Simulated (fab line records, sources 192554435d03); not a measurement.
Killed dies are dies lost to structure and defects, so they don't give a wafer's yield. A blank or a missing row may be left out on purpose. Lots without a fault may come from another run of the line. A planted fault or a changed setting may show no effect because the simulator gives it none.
Chamber matching | flow n5_finfet | N5_MOL_CONTACT_COAG_DESCUM_45 on rie_diel-02: 4 sister chambers
The step chemistry O2, time 7 s. 22 wafers are shown with their chamber, then 11 later ones without.

WAFERS WITH THEIR CHAMBER
wafer  | chamber | showerhead_plenum_p_Torr (Torr) | drypump_motor_current_A (A) | throttle_valve_pct (%)
L074.3 | 2       | 2.10                            | 5.1                         | 20.92
L074.5 | 2       | 2.10                            | 5.1                         | 20.94
L074.6 | 1       | 2.06                            | 6.2                         | 20.16
L076.3 | 1       | 2.06                            | 6.3                         | 20.17
L076.4 | 3       | 2.11                            | 5.9                         | 20.71
L076.6 | 3       | 2.11                            | 5.9                         | 20.73
L079.1 | 3       | 2.11                            | 5.9                         | 20.73
L079.3 | 1       | 2.06                            | 6.2                         | 20.16
L079.5 | 0       | 2.20                            | 6.5                         | 20.32
L080.1 | 3       | 2.11                            | 5.9                         | 20.73
L080.2 | 1       | 2.06                            | 6.2                         | 20.17
L080.4 | 0       | 2.20                            | 6.5                         | 20.32
L083.3 | 1       | 2.06                            | 6.3                         | 20.18
L083.4 | 3       | 2.11                            | 5.9                         | 20.72
L083.5 | 1       | 2.06                            | 6.2                         | 20.19
L088.1 | 2       | 2.10                            | 5.1                         | 20.97
L088.3 | 0       | 2.20                            | 6.6                         | 20.33
L088.5 | 2       | 2.10                            | 5.1                         | 20.99
L089.1 | 3       | 2.10                            | 5.9                         | 20.74
L089.5 | 0       | 2.20                            | 6.5                         | 20.35
L089.6 | 3       | 2.10                            | 5.9                         | 20.73
L092.1 | 2       | 2.09                            | 5.1                         | 21.00

SIGNATURES (means of the wafers above)
reading                  | chamber 0 | chamber 1 | chamber 2 | chamber 3 | scatter within a chamber
showerhead_plenum_p_Torr | 2.2000    | 2.0600    | 2.0980    | 2.1071    | 0.00352
drypump_motor_current_A  | 6.525     | 6.233     | 5.100     | 5.900     | 0.034
throttle_valve_pct       | 20.3300   | 20.1717   | 20.9640   | 20.7271   | 0.0188
Rule: a wafer's distance from a chamber is the root of the sum, over the readings, of the square of ((its reading less the chamber's mean) divided by the reading's scatter). The wafer belongs to the nearest chamber; if the next one is less than 2 further off, it can't be placed. The scatter: the root of (the sum of the squares of (reading less its chamber's mean) over the shown wafers, divided by (wafers less chambers)).

WAFERS WITHOUT THEIR CHAMBER
wafer  | showerhead_plenum_p_Torr (Torr) | drypump_motor_current_A (A) | throttle_valve_pct (%)
L092.3 | 2.20                            | 6.5                         | 20.36
L092.4 | 2.05                            | 6.2                         | 20.20
L093.2 | 2.10                            | 5.9                         | 20.78
L093.4 | 2.05                            | 6.3                         | 20.22
L093.5 | 2.09                            | 5.1                         | 20.99
L095.2 | 2.10                            | 5.9                         | 20.79
L095.3 | 2.05                            | 6.2                         | 20.22
L095.5 | 2.05                            | 6.2                         | 20.22
L097.1 | 2.10                            | 5.9                         | 20.76
L097.3 | 2.19                            | 6.5                         | 20.37
L097.5 | 2.19                            | 6.6                         | 20.37

WHICH CHAMBER EACH WENT THROUGH
wafer  | from the rows above | in truth
L092.3 | 0                   | 0
L092.4 | 1                   | 1
L093.2 | 3                   | 3
L093.4 | 1                   | 1
L093.5 | 2                   | 2
L095.2 | 3                   | 3
L095.3 | 1                   | 1
L095.5 | 1                   | 1
L097.1 | 3                   | 3
L097.3 | 0                   | 0
L097.5 | 0                   | 0
Placed correctly: 11 of 11. Can't be placed from these rows: 0. Placed wrongly: 0.
